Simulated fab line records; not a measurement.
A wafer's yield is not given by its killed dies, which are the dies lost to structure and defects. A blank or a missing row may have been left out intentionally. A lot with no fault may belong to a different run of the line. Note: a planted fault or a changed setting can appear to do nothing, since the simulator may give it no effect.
fab line records	flow nand-harc
record: lots: 24	wafers: 72	last-day: 33
route steps=1302 shown A_WL_FILL@952 A_CONTACT@1006
lots that met no fault: from a run of the same line without faults
start-h: start of the lot's first displayed wafer, in hours after the record's first day	wait-h: time in hours since the lot's previous step	" same as the row above	L1.1+2: one row covering several wafers at once	- no value present, or no start provided	* or withheld: withheld	< > ~ a bound
route shown NAME@n: NAME is a module with steps in the file, n the number in the route of the first one	usual: average and standard deviation across the fault-free wafers	same: alike in all rows	chamber/n: place in a boat	sites: each site's reading	_std_site: standard deviation of those values	_edge_site: mean of outer sites minus mean of inner sites	radius-mm: how far each site lies from the wafer's centre	mask NAME#n: copy n	behind: the last tool/chamber to shape the wafer	hold: the reason the lot was held/the length of the hold in hours/how it ended	device: the n, p or np transistor that did not switch	end of line: at the end of the route, the tests of the same wafers	for a step that has no rows: nothing shown but its recipe	killed: at the first sort, the dies lost to defects and structure; wafer yield is something else	map: the dies of a wafer, with x for killed, . for not killed, _ for no die there
set.NAME: the setting the step ran with; set.NAME@STEP: the setting that earlier step ran with	model.NAME: the simulator's own value behind a step, which no gauge read
the route's steps for a sample of lots (tables are steps, rows are wafers)
services: a tool's chamber out of use, with start hour (start-h, from the record's first day; less than 0 if before it), hours out, and reason
== steps ==
step: NHARC_A_WL_FILL_ALD_00
recipe: target-thk-a: 30	pulse-time-s: 3	ald-cycles: 30	temp-c: 300	material: Al2O3
usual: heater-power-w: 445/43	precursor-pulse-height-rel: 1.002/0.022	susceptor-temp-C: 299.98/0.18
lot.wafer	tool	chamber	start-h	wait-h	heater-power-w	precursor-pulse-height-rel	since-wet-clean-h	susceptor-temp-C
L074.1	ald-hk-02	2	475.23	0.1	455	0.984	115	300.14
L074.5	"	3	"	"	379	1.005	-	299.91
L074.6	"	0	"	"	422	1.027	-	300.01
L075.1	ald-hk-02	3	480.15	0.3	370	1.020	120	300.00
L075.5	"	1	"	"	423	1.015	-	300.14
L075.6	"	2	"	"	460	0.988	-	300.22
L077.4	ald-hk-01	0	492.61	0.1	439	0.976	6	299.74
L077.1	"	3	"	"	418	0.983	6	299.87
L077.6	"	1	"	"	436	0.983	-	299.78
L076.3	ald-hk-04	1	492.71	0.1	432	0.998	42	300.03
L076.5	"	2	"	"	484	1.029	-	299.97
L076.6	"	3	"	"	528	1.054	-	299.74
L078.1	ald-hk-02	3	503.91	0.1	363	1.002	144	300.19
L078.4	"	0	"	"	426	0.996	144	300.07
L078.5	"	3	"	"	365	1.014	-	300.08
L079.1	ald-hk-04	3	503.99	0.2	543	1.000	53	299.65
L079.2	"	0	"	"	422	0.965	53	299.69
L079.5	"	1	"	"	427	1.007	-	299.88
L080.2	ald-hk-01	2	516.34	0.1	430	1.016	30	299.81
L080.4	"	3	"	"	420	0.995	30	299.71
L080.3	"	0	"	"	436	1.006	30	299.92
L081.4	ald-hk-04	2	548.53	0.1	478	1.013	98	299.89
L081.3	"	3	"	"	530	1.018	98	299.76
L081.6	"	0	"	"	427	0.982	-	299.77
L082.4	ald-hk-02	1	548.57	0.2	415	0.995	11	299.87
L082.5	"	3	"	"	377	0.989	-	300.19
L082.6	"	0	"	"	416	0.969	-	299.74
L083.2	ald-hk-04	1	553.19	0.1	423	0.998	102	300.22
L083.1	"	3	"	"	531	0.996	102	299.92
L083.5	"	1	"	"	417	1.004	-	300.08
L084.2	ald-hk-04	0	564.36	0.1	433	0.971	114	300.02
L084.3	"	3	"	"	537	1.006	114	299.95
L084.6	"	0	"	"	439	1.026	-	300.10
L087.4	ald-hk-01	3	576.19	0.1	420	0.974	90	299.84
L087.3	"	1	"	"	414	0.991	90	300.04
L087.5	"	0	"	"	457	0.990	-	299.99
L086.3	ald-hk-02	3	576.24	0.1	380	0.963	38	299.85
L086.5	"	1	"	"	415	0.998	-	299.91
L086.6	"	2	"	"	446	0.975	-	300.10
L085.4	ald-hk-04	0	582.00	0.1	422	0.991	131	299.94
L085.6	"	3	"	"	521	1.029	-	299.89
L085.5	"	0	"	"	435	1.011	-	299.97
L089.1	ald-hk-04	3	599.69	0.1	519	0.998	149	299.84
L089.4	"	0	"	"	426	1.024	149	300.18
L089.6	"	2	"	"	479	1.013	-	300.01
L088.4	ald-hk-04	3	610.89	0.1	524	1.017	160	300.06
L088.2	"	0	"	"	432	1.009	160	299.80
L088.5	"	3	"	"	525	0.959	-	299.93
L091.3	ald-hk-02	3	621.88	0.1	377	0.989	84	300.06
L091.1	"	0	"	"	402	0.994	84	299.78
L091.6	"	3	"	"	376	0.977	-	300.19
L090.3	ald-hk-04	1	629.97	0.1	447	1.018	0	299.98
L090.5	"	1	"	"	442	0.986	-	300.06
L090.6	"	2	"	"	485	1.029	-	300.10
L092.3	ald-hk-04	2	649.57	0.1	489	1.009	20	299.93
L092.4	"	1	"	"	437	1.045	20	299.97
L092.6	"	2	"	"	484	1.038	-	300.07
L093.1	ald-hk-01	2	649.57	0.1	452	0.959	163	300.01
L093.3	"	3	"	"	428	1.004	163	299.69
L093.2	"	1	"	"	437	1.008	163	299.64
L095.2	ald-hk-02	0	665.34	0.1	422	0.994	128	300.15
L095.4	"	1	"	"	417	1.027	128	300.53
L095.1	"	2	"	"	431	0.940	128	300.03
L094.4	ald-hk-01	2	665.40	0.1	462	1.048	1	-
L094.5	"	0	"	"	450	1.010	-	-
L094.6	"	1	"	"	405	1.030	-	-
L096.3	ald-hk-04	2	682.62	0.1	503	1.029	53	299.99
L096.4	"	0	"	"	446	1.004	53	299.94
L096.5	"	3	"	"	547	0.997	-	300.22
L097.4	ald-hk-02	0	682.67	0.1	431	1.004	145	300.51
L097.6	"	2	"	"	442	1.020	-	300.23
L097.5	"	3	"	"	379	0.991	-	299.85
step: NHARC_A_WL_FILL_STRIP_29
recipe: time-s: 20	o2-flow-sccm: 500	ar-flow-sccm: 0	bias-w: 0	chemistry: O2
usual: drypump-motor-current-A: 5.6/0.51	oes-product-au: 0.999/0.011	rf-vpp-V: 57.7/0.85	showerhead-plenum-p-Torr: 3.51/0.15	throttle-valve-pct: 17.037/0.0082
lot.wafer	tool	chamber	start-h	wait-h	drypump-motor-current-A	oes-product-au	rf-hours-counter-h	rf-vpp-V	showerhead-plenum-p-Torr	throttle-valve-pct
L074.1	rie-diel-12	3	485.40	0.1	5.1	0.983	0.9	57.3	3.46	17.043
L074.5	"	3	"	"	5.2	0.997	-	58.9	3.46	17.043
L074.6	"	0	"	"	6.3	0.989	-	58.9	3.34	17.039
L075.1	rie-diel-13	2	491.42	0.1	5.0	0.980	5.2	55.7	3.32	17.034
L075.6	"	1	"	"	5.3	0.989	-	56.5	3.34	17.032
L075.5	"	3	"	"	5.3	0.989	-	57.5	3.45	17.035
L077.1	rie-diel-12	1	504.49	0.1	5.1	1.008	1.3	57.9	3.63	17.042
L077.4	"	0	"	"	6.3	1.001	1.1	55.1	3.34	17.050
L077.6	"	1	"	"	5.1	0.995	-	58.6	3.63	17.044
L076.3	rie-diel-13	3	507.64	0.1	5.4	0.999	6.5	56.7	3.45	17.034
L076.6	"	3	"	"	5.3	0.999	-	58.3	3.45	17.039
L076.5	"	0	"	"	5.3	0.995	-	58.0	3.32	17.035
L078.4	rie-diel-13	1	516.34	0.1	5.3	0.975	6.7	57.8	3.33	17.018
L078.1	"	2	"	"	5.0	0.982	6.1	58.1	3.32	17.039
L078.5	"	0	"	"	5.4	0.985	-	58.0	3.32	17.042
L079.2	rie-diel-04	1	516.39	0.1	5.7	0.997	6.1	58.7	3.71	17.039
L079.1	"	3	"	"	5.8	0.980	7.4	57.1	3.71	17.035
L079.5	"	0	"	"	6.5	0.989	-	58.3	3.68	17.039
L080.3	rie-diel-04	0	529.14	0.1	6.5	0.990	7.7	58.1	3.68	17.040
L080.2	"	2	"	"	5.5	0.981	7.6	57.8	3.51	17.040
L080.4	"	3	"	"	5.8	0.979	8.2	58.1	3.70	17.045
L082.4	rie-diel-13	3	560.25	0.1	5.4	1.019	0.9	58.1	3.45	17.036
L082.6	"	2	"	"	5.0	1.018	-	57.4	3.32	17.036
L082.5	"	3	"	"	5.4	1.023	-	58.8	3.45	17.034
L081.4	rie-diel-12	1	563.46	0.1	5.1	1.007	3.2	59.2	3.63	17.022
L081.3	"	3	"	"	5.2	1.014	2.9	56.2	3.46	17.028
L081.6	"	1	"	"	5.1	1.014	-	58.3	3.63	17.038
L083.1	rie-diel-04	1	566.45	0.1	5.8	0.992	1.1	58.7	3.71	17.025
L083.2	"	3	"	"	5.8	1.006	1.4	57.9	3.70	17.018
L083.5	"	0	"	"	6.5	0.988	-	58.8	3.68	17.026
L084.3	rie-diel-12	2	576.04	0.1	6.4	0.998	3.4	56.7	3.54	17.039
L084.2	"	1	"	"	5.1	1.002	3.6	57.7	3.63	17.041
L084.6	"	2	"	"	6.5	0.992	-	57.5	3.54	17.036
L087.3	rie-diel-04	1	587.52	0.1	5.7	0.989	2.2	59.5	3.71	17.035
L087.4	"	0	"	"	6.5	0.999	2.3	58.0	3.68	17.031
L087.5	"	2	"	"	5.5	0.983	-	57.6	3.51	17.029
L086.3	rie-diel-13	2	587.55	0.1	5.0	1.022	2.2	57.7	3.32	17.039
L086.5	"	1	"	"	5.3	1.004	-	57.5	3.33	17.052
L086.6	"	2	"	"	5.0	1.014	-	58.7	3.32	17.037
L085.4	rie-diel-12	2	593.66	0.1	6.5	1.004	3.8	59.1	3.54	17.043
L085.5	"	0	"	"	6.3	0.990	-	58.1	3.34	17.030
L085.6	"	1	"	"	5.1	1.009	-	57.6	3.63	17.032
L089.1	rie-diel-04	1	612.54	0.1	5.7	0.998	3.2	57.7	3.71	17.031
L089.4	"	0	"	"	6.5	0.989	3.7	58.6	3.68	17.038
L089.6	"	2	"	"	5.5	1.000	-	58.9	3.51	17.040
L088.2	rie-diel-04	2	625.29	0.1	5.5	0.995	4.3	57.7	3.51	17.028
L088.5	"	2	"	"	5.5	0.995	-	57.3	3.51	17.043
L088.4	"	0	"	"	6.5	0.987	-	57.5	3.68	17.038
L091.1	rie-diel-12	2	633.48	0.1	6.5	1.016	0.0	57.5	3.54	17.047
L091.3	"	0	"	"	6.3	1.001	0.0	58.5	3.34	17.040
L091.6	"	2	"	"	6.4	1.003	-	58.2	3.54	17.041
L090.3	rie-diel-04	2	644.44	0.1	5.5	0.999	5.7	57.6	3.51	17.049
L090.5	"	3	"	"	5.7	1.014	-	59.2	3.70	17.029
L090.6	"	0	"	"	6.5	0.996	-	58.7	3.68	17.026
L093.1	rie-diel-04	3	661.73	0.1	5.8	1.005	7.5	58.1	3.70	17.035
L093.2	"	0	"	"	6.5	0.992	6.0	57.1	3.67	17.030
L093.3	"	1	"	"	5.7	0.995	4.6	58.1	3.71	17.045
L092.3	rie-diel-13	2	662.40	0.1	5.0	1.010	4.7	56.4	3.32	17.032
L092.6	"	2	"	"	5.0	1.009	-	58.2	3.32	17.035
L092.4	"	0	"	"	5.3	1.007	-	58.0	3.32	17.031
L095.1	rie-diel-12	0	678.92	0.1	6.3	1.012	1.6	57.1	3.34	17.032
L095.2	"	1	"	"	5.1	1.016	1.2	57.6	3.63	17.038
L095.4	"	3	"	"	5.2	1.007	1.4	56.6	3.46	17.036
L094.4	rie-diel-13	1	680.13	0.1	5.3	0.993	5.4	56.8	3.33	17.032
L094.6	"	1	"	"	5.3	0.988	-	57.3	3.33	17.026
L094.5	"	2	"	"	5.0	1.001	-	57.4	3.32	17.049
L096.4	rie-diel-13	1	694.39	0.1	5.3	0.986	6.0	55.7	3.33	17.041
L096.3	"	3	"	"	5.4	0.995	5.3	57.9	3.45	17.045
L096.5	"	0	"	"	5.4	1.009	-	58.6	3.32	17.027
L097.4	rie-diel-04	0	694.43	0.1	6.5	0.984	7.8	57.7	3.67	17.046
L097.6	"	3	"	"	5.8	0.996	-	55.9	3.70	17.033
L097.5	"	0	"	"	6.5	0.980	-	59.0	3.67	17.032
step: NHARC_A_WL_FILL_INSPECT_15
usual: raw-defect-count: 490/150
lot.wafer	tool	chamber	start-h	wait-h	raw-defect-count
L074.1	defect-inspect-02	-	492.82	0.0	527
L074.5	"	-	"	"	503
L074.6	"	-	"	"	497
L075.1	defect-inspect-01	-	497.89	0.0	498
L075.5	"	-	"	"	530
L075.6	"	-	"	"	601
L077.1	defect-inspect-01	-	510.98	0.0	699
L077.4	"	-	"	"	315
L077.6	"	-	"	"	524
L076.3	defect-inspect-01	-	514.05	0.0	543
L076.5	"	-	"	"	521
L076.6	"	-	"	"	479
L079.1	defect-inspect-01	-	522.77	0.0	781
L079.2	"	-	"	"	630
L079.5	"	-	"	"	524
L078.1	defect-inspect-01	-	522.97	0.0	419
L078.4	"	-	"	"	387
L078.5	"	-	"	"	367
L080.2	defect-inspect-01	-	535.56	0.0	318
L080.3	"	-	"	"	448
L080.4	"	-	"	"	460
L082.4	defect-inspect-02	-	566.57	0.0	446
L082.5	"	-	"	"	356
L082.6	"	-	"	"	351
L081.3	defect-inspect-02	-	569.79	0.0	442
L081.4	"	-	"	"	438
L081.6	"	-	"	"	431
L083.1	defect-inspect-02	-	572.95	0.0	293
L083.2	"	-	"	"	333
L083.5	"	-	"	"	359
L084.2	defect-inspect-01	-	582.45	0.0	476
L084.3	"	-	"	"	397
L084.6	"	-	"	"	392
L087.3	defect-inspect-01	-	593.88	0.0	853
L087.4	"	-	"	"	509
L087.5	"	-	"	"	622
L086.3	defect-inspect-02	-	593.89	0.0	332
L086.5	"	-	"	"	297
L086.6	"	-	"	"	440
L085.4	defect-inspect-01	-	600.10	0.0	426
L085.5	"	-	"	"	422
L085.6	"	-	"	"	474
L089.1	defect-inspect-02	-	618.98	0.0	342
L089.4	"	-	"	"	337
L089.6	"	-	"	"	395
L088.2	defect-inspect-01	-	631.83	0.0	325
L088.4	"	-	"	"	364
L088.5	"	-	"	"	310
L091.1	defect-inspect-02	-	639.94	0.0	343
L091.3	"	-	"	"	505
L091.6	"	-	"	"	421
L090.3	defect-inspect-01	-	650.91	0.0	509
L090.5	"	-	"	"	485
L090.6	"	-	"	"	708
L092.3	defect-inspect-01	-	668.17	0.0	695
L092.4	"	-	"	"	653
L092.6	"	-	"	"	733
L093.1	defect-inspect-02	-	668.20	0.0	429
L093.2	"	-	"	"	405
L093.3	"	-	"	"	531
L095.1	defect-inspect-02	-	685.36	0.0	492
L095.2	"	-	"	"	480
L095.4	"	-	"	"	396
L094.4	defect-inspect-01	-	685.38	0.0	735
L094.5	"	-	"	"	853
L094.6	"	-	"	"	1102
L096.3	defect-inspect-02	-	700.86	0.0	563
L096.4	"	-	"	"	398
L096.5	"	-	"	"	584
L097.4	defect-inspect-01	-	700.88	0.0	507
L097.5	"	-	"	"	572
L097.6	"	-	"	"	510
step: NHARC_A_CONTACT_ETCH_112
recipe: source-w: withheld	pressure-mtorr: 20	bias-v: 3000	time-s: 190	target-depth-a: 18500	ar-flow-sccm: withheld	c4f8-flow-sccm: withheld	o2-flow-sccm: withheld	chemistry: C4F8/O2/Ar
lot.wafer	tool	chamber	start-h	wait-h	rf-hours-counter-h
L074.1	har-cap-etch-02	0	501.79	0.2	81
L074.5	"	0	"	"	-
L074.6	"	1	"	"	-
L075.1	har-cap-etch-02	0	511.41	0.2	83
L075.6	"	1	"	"	-
L075.5	"	0	"	"	-
L077.1	har-cap-etch-01	0	518.98	0.2	0
L077.4	"	1	"	"	-
L077.6	"	0	"	"	-
L076.3	har-cap-etch-03	0	522.38	0.2	-
L076.6	"	1	"	"	-
L076.5	"	0	"	"	-
L079.2	har-cap-etch-01	1	530.65	0.2	4
L079.1	"	0	"	"	4
L079.5	"	1	"	"	-
L078.1	har-cap-etch-02	0	532.04	0.2	91
L078.4	"	0	"	"	-
L078.5	"	0	"	"	-
L080.2	har-cap-etch-02	0	546.92	0.2	95
L080.3	"	1	"	"	-
L080.4	"	0	"	"	-
L082.4	har-cap-etch-01	1	574.47	0.2	-
L082.5	"	0	"	"	-
L082.6	"	1	"	"	-
L081.4	har-cap-etch-02	1	578.29	0.2	-
L081.3	"	0	"	"	-
L081.6	"	1	"	"	-
L083.2	har-cap-etch-03	1	581.42	0.2	55
L083.1	"	0	"	"	55
L083.5	"	1	"	"	-
L084.2	har-cap-etch-03	0	591.45	0.2	57
L084.3	"	0	"	"	-
L084.6	"	1	"	"	-
L087.4	har-cap-etch-03	0	602.59	0.2	-
L087.3	"	1	"	"	-
L087.5	"	0	"	"	-
L086.3	har-cap-etch-01	1	603.61	0.2	-
L086.5	"	1	"	"	-
L086.6	"	0	"	"	-
L085.4	har-cap-etch-03	1	608.05	0.2	-
L085.5	"	1	"	"	-
L085.6	"	0	"	"	-
L089.1	har-cap-etch-02	0	627.89	0.2	111
L089.4	"	1	"	"	-
L089.6	"	0	"	"	-
L088.2	har-cap-etch-01	1	642.86	0.2	24
L088.4	"	1	"	"	-
L088.5	"	1	"	"	-
L091.1	har-cap-etch-03	1	647.98	0.2	69
L091.3	"	0	"	"	-
L091.6	"	1	"	"	-
L090.3	har-cap-etch-02	1	659.49	0.2	-
L090.6	"	0	"	"	-
L090.5	"	1	"	"	-
L092.3	har-cap-etch-02	1	677.07	0.2	-
L092.4	"	0	"	"	-
L092.6	"	1	"	"	-
L093.2	har-cap-etch-03	0	678.74	0.2	74
L093.1	"	1	"	"	74
L093.3	"	0	"	"	-
L095.1	har-cap-etch-01	0	693.19	0.2	33
L095.2	"	1	"	"	33
L095.4	"	0	"	"	-
L094.4	har-cap-etch-02	0	694.31	0.2	-
L094.6	"	0	"	"	-
L094.5	"	1	"	"	-
L096.4	har-cap-etch-03	0	713.96	0.2	-
L096.3	"	1	"	"	-
L096.5	"	1	"	"	-
L097.4	har-cap-etch-02	1	714.33	0.2	-
L097.5	"	1	"	"	-
L097.6	"	0	"	"	-
step: NHARC_A_CONTACT_ETCH_116
recipe: source-w: withheld	pressure-mtorr: 20	bias-v: 3000	time-s: 190	target-depth-a: 18500	ar-flow-sccm: withheld	c4f8-flow-sccm: withheld	o2-flow-sccm: withheld	chemistry: C4F8/O2/Ar
lot.wafer	tool	chamber	start-h	wait-h	rf-hours-counter-h
L074.1	har-cap-etch-02	0	502.48	0.1	81
L074.5	"	0	"	"	-
L074.6	"	1	"	"	-
L075.1	har-cap-etch-02	0	512.09	0.1	84
L075.6	"	1	"	"	-
L075.5	"	0	"	"	-
L077.1	har-cap-etch-01	0	519.66	0.1	1
L077.4	"	1	"	"	-
L077.6	"	0	"	"	-
L076.3	har-cap-etch-03	0	523.07	0.1	-
L076.6	"	1	"	"	-
L076.5	"	0	"	"	-
L079.2	har-cap-etch-01	1	531.33	0.1	4
L079.1	"	0	"	"	4
L079.5	"	1	"	"	-
L078.1	har-cap-etch-02	0	532.72	0.1	91
L078.4	"	0	"	"	-
L078.5	"	0	"	"	-
L080.2	har-cap-etch-02	0	547.60	0.1	95
L080.3	"	1	"	"	-
L080.4	"	0	"	"	-
L082.4	har-cap-etch-01	1	575.15	0.1	-
L082.5	"	0	"	"	-
L082.6	"	1	"	"	-
L081.4	har-cap-etch-02	1	579.21	0.2	-
L081.3	"	0	"	"	-
L081.6	"	1	"	"	-
L083.2	har-cap-etch-03	1	582.10	0.1	56
L083.1	"	0	"	"	56
L083.5	"	1	"	"	-
L084.2	har-cap-etch-03	0	592.36	0.2	58
L084.3	"	0	"	"	-
L084.6	"	1	"	"	-
L087.4	har-cap-etch-03	0	603.49	0.2	-
L087.3	"	1	"	"	-
L087.5	"	0	"	"	-
L086.3	har-cap-etch-01	1	604.30	0.1	-
L086.5	"	1	"	"	-
L086.6	"	0	"	"	-
L085.4	har-cap-etch-03	1	608.83	0.1	-
L085.5	"	1	"	"	-
L085.6	"	0	"	"	-
L089.1	har-cap-etch-02	0	628.57	0.1	111
L089.4	"	1	"	"	-
L089.6	"	0	"	"	-
L088.2	har-cap-etch-01	1	643.54	0.1	25
L088.4	"	1	"	"	-
L088.5	"	1	"	"	-
L091.1	har-cap-etch-03	1	648.90	0.2	69
L091.3	"	0	"	"	-
L091.6	"	1	"	"	-
L090.3	har-cap-etch-02	1	660.17	0.1	-
L090.6	"	0	"	"	-
L090.5	"	1	"	"	-
L092.3	har-cap-etch-02	1	677.76	0.1	-
L092.4	"	0	"	"	-
L092.6	"	1	"	"	-
L093.2	har-cap-etch-03	0	679.42	0.1	75
L093.1	"	1	"	"	75
L093.3	"	0	"	"	-
L095.1	har-cap-etch-01	0	693.87	0.1	34
L095.2	"	1	"	"	34
L095.4	"	0	"	"	-
L094.4	har-cap-etch-02	0	694.99	0.1	-
L094.6	"	0	"	"	-
L094.5	"	1	"	"	-
L096.4	har-cap-etch-03	0	714.64	0.1	-
L096.3	"	1	"	"	-
L096.5	"	1	"	"	-
L097.4	har-cap-etch-02	1	715.24	0.2	-
L097.5	"	1	"	"	-
L097.6	"	0	"	"	-
step: NHARC_A_CONTACT_STRIP_55
recipe: o2-flow-sccm: 500	ar-flow-sccm: 0	bias-w: 0	chemistry: O2
usual: drypump-motor-current-A: 6.2/0.35	oes-product-au: 0.998/0.011	rf-vpp-V: 57.6/0.86	showerhead-plenum-p-Torr: 3.50/0.17	throttle-valve-pct: 17.037/0.0089
lot.wafer	tool	chamber	start-h	wait-h	drypump-motor-current-A	oes-product-au	rf-hours-counter-h	rf-vpp-V	showerhead-plenum-p-Torr	throttle-valve-pct
L074.1	rie-diel-10	1	-	-	6.0	1.012	10	59.7	3.62	17.045
L074.5	"	3	"	"	6.6	0.987	-	56.7	3.35	17.048
L074.6	"	0	"	"	6.1	1.001	-	56.8	3.72	17.032
L075.1	rie-diel-10	3	-	-	6.6	0.986	14	56.7	3.35	17.043
L075.5	"	2	"	"	6.5	0.998	-	56.6	3.33	17.043
L075.6	"	3	"	"	6.6	0.992	-	58.8	3.35	17.035
L077.1	rie-diel-11	1	-	-	5.5	0.994	29	57.2	3.47	17.036
L077.4	"	2	"	"	5.7	1.017	27	57.0	3.28	17.039
L077.6	"	1	"	"	5.5	0.990	-	58.0	3.47	17.023
L076.3	rie-diel-11	1	-	-	5.5	1.003	30	56.7	3.47	17.043
L076.6	"	2	"	"	5.7	1.013	-	57.2	3.28	17.048
L076.5	"	3	"	"	6.5	0.988	-	57.8	3.76	17.031
L079.1	rie-diel-10	0	-	-	6.1	1.015	17	57.2	3.72	17.048
L079.2	"	1	"	"	6.1	1.007	16	57.4	3.61	17.023
L079.5	"	2	"	"	6.5	0.989	-	57.8	3.33	17.059
L078.1	rie-diel-10	2	-	-	6.5	0.975	17	57.0	3.33	17.030
L078.4	"	3	"	"	6.6	0.977	18	57.3	3.35	17.041
L078.5	"	1	"	"	6.0	0.997	-	59.4	3.61	17.035
L080.2	rie-diel-03	3	-	-	6.3	0.975	28	56.8	3.43	17.044
L080.3	"	0	"	"	6.4	0.992	29	58.4	3.36	17.027
L080.4	"	2	"	"	6.7	0.992	28	59.3	3.76	17.049
L082.4	rie-diel-10	2	-	-	6.5	0.981	25	56.9	3.33	17.037
L082.6	"	2	"	"	6.5	0.988	-	57.4	3.33	17.045
L082.5	"	3	"	"	6.6	0.994	-	58.6	3.35	17.034
L081.4	rie-diel-11	2	-	-	5.7	1.014	45	57.6	3.27	17.030
L081.3	"	1	"	"	5.5	0.999	47	58.3	3.46	17.039
L081.6	"	2	"	"	5.7	1.002	-	57.8	3.27	17.035
L083.1	rie-diel-10	1	-	-	6.0	1.006	24	56.6	3.61	17.031
L083.2	"	0	"	"	6.1	0.998	25	58.0	3.71	17.035
L083.5	"	1	"	"	6.0	0.995	-	57.8	3.61	17.035
L084.2	rie-diel-11	0	-	-	5.8	0.985	50	58.4	3.52	17.048
L084.3	"	3	"	"	6.5	0.994	49	58.3	3.75	17.037
L084.6	"	0	"	"	5.9	0.994	-	57.6	3.52	17.033
L087.3	rie-diel-11	3	-	-	6.5	1.008	54	59.0	3.74	17.037
L087.4	"	2	"	"	5.7	1.015	55	58.1	3.27	17.044
L087.5	"	0	"	"	5.8	1.004	-	56.7	3.51	17.023
L086.3	rie-diel-11	2	-	-	5.7	1.013	55	57.7	3.27	17.034
L086.6	"	3	"	"	6.5	0.983	-	58.7	3.75	17.040
L086.5	"	0	"	"	5.8	0.989	-	57.1	3.51	17.028
L085.4	rie-diel-10	2	-	-	6.5	1.004	1	57.6	3.32	17.022
L085.5	"	3	"	"	6.6	0.978	-	57.2	3.35	17.034
L085.6	"	0	"	"	6.1	1.008	-	57.5	3.71	17.029
L089.4	rie-diel-11	2	-	-	5.7	1.003	3	58.5	3.81	17.024
L089.1	"	0	"	"	5.8	1.007	3	57.1	3.51	17.024
L089.6	"	3	"	"	6.4	1.007	-	58.2	3.74	17.037
L088.4	rie-diel-10	0	-	-	6.1	1.009	9	59.7	3.70	17.037
L088.2	"	2	"	"	6.5	1.007	9	55.7	3.32	17.027
L088.5	"	1	"	"	6.0	1.010	-	57.4	3.60	17.031
L091.3	rie-diel-10	2	-	-	6.5	0.988	10	57.7	3.32	17.036
L091.1	"	0	"	"	6.1	1.010	10	57.1	3.70	17.048
L091.6	"	1	"	"	6.0	0.995	-	57.6	3.60	17.031
L090.3	rie-diel-11	1	-	-	5.5	1.012	15	56.4	3.45	17.042
L090.6	"	1	"	"	5.5	1.007	-	56.7	3.45	17.037
L090.5	"	2	"	"	5.7	1.003	-	59.2	3.80	17.049
L092.3	rie-diel-03	1	-	-	6.0	1.001	10	58.1	3.30	17.043
L092.4	"	2	"	"	6.7	0.987	11	58.5	3.74	17.026
L092.6	"	0	"	"	6.3	0.995	-	57.0	3.33	17.033
L093.1	rie-diel-03	3	-	-	6.3	0.997	12	57.4	3.41	17.026
L093.2	"	0	"	"	6.4	1.002	12	57.0	3.33	17.024
L093.3	"	2	"	"	6.7	0.991	11	56.7	3.74	17.030
L095.1	rie-diel-03	0	-	-	6.4	0.998	18	57.6	3.33	17.047
L095.2	"	1	"	"	6.1	1.010	17	55.9	3.30	17.049
L095.4	"	3	"	"	6.3	1.010	17	56.9	3.41	17.042
L094.4	rie-diel-10	1	-	-	6.0	1.005	17	57.2	3.60	17.026
L094.6	"	3	"	"	6.6	0.982	-	57.8	3.34	17.049
L094.5	"	0	"	"	6.1	0.998	-	57.7	3.70	17.036
L096.3	rie-diel-03	3	-	-	6.3	1.008	23	57.8	3.41	17.052
L096.5	"	3	"	"	6.3	0.999	-	57.6	3.41	17.027
L096.4	"	0	"	"	6.3	0.996	-	58.1	3.33	17.046
L097.4	rie-diel-10	2	-	-	6.5	0.977	19	58.3	3.31	17.019
L097.5	"	2	"	"	6.5	0.993	-	57.2	3.31	17.051
L097.6	"	3	"	"	6.6	0.976	-	55.9	3.34	17.032
== services ==
tool	chamber	start-h	hours	kind
rie-diel-11	2	480.26	1.8	repair
rie-diel-13	0	482.89	18.1	repair
har-cap-etch-01	-	497.00	17.0	pm
rie-diel-13	-	519.00	9.0	pm
rie-diel-04	-	531.90	9.0	pm
rie-diel-13	0	535.53	1.3	repair
rie-diel-04	-	555.64	0.2	repair
har-cap-etch-01	-	556.44	1.4	repair
rie-diel-04	-	578.71	1.6	repair
rie-diel-10	3	584.32	14.6	repair
rie-diel-10	-	596.77	9.0	pm
rie-diel-11	-	609.53	9.0	pm
rie-diel-04	1	619.84	7.8	repair
ald-hk-04	-	619.89	10.0	pm
har-cap-etch-02	-	624.21	1.0	repair
rie-diel-10	3	632.89	4.0	repair
ald-hk-02	-	634.43	2.5	repair
ald-hk-04	-	650.08	1.0	repair
rie-diel-04	0	651.70	3.0	repair
rie-diel-04	1	651.77	5.4	repair
rie-diel-13	3	659.73	5.7	repair
rie-diel-04	0	665.16	3.0	repair
rie-diel-13	3	671.16	2.4	repair
rie-diel-04	-	708.90	9.0	pm
== key ==
fault none
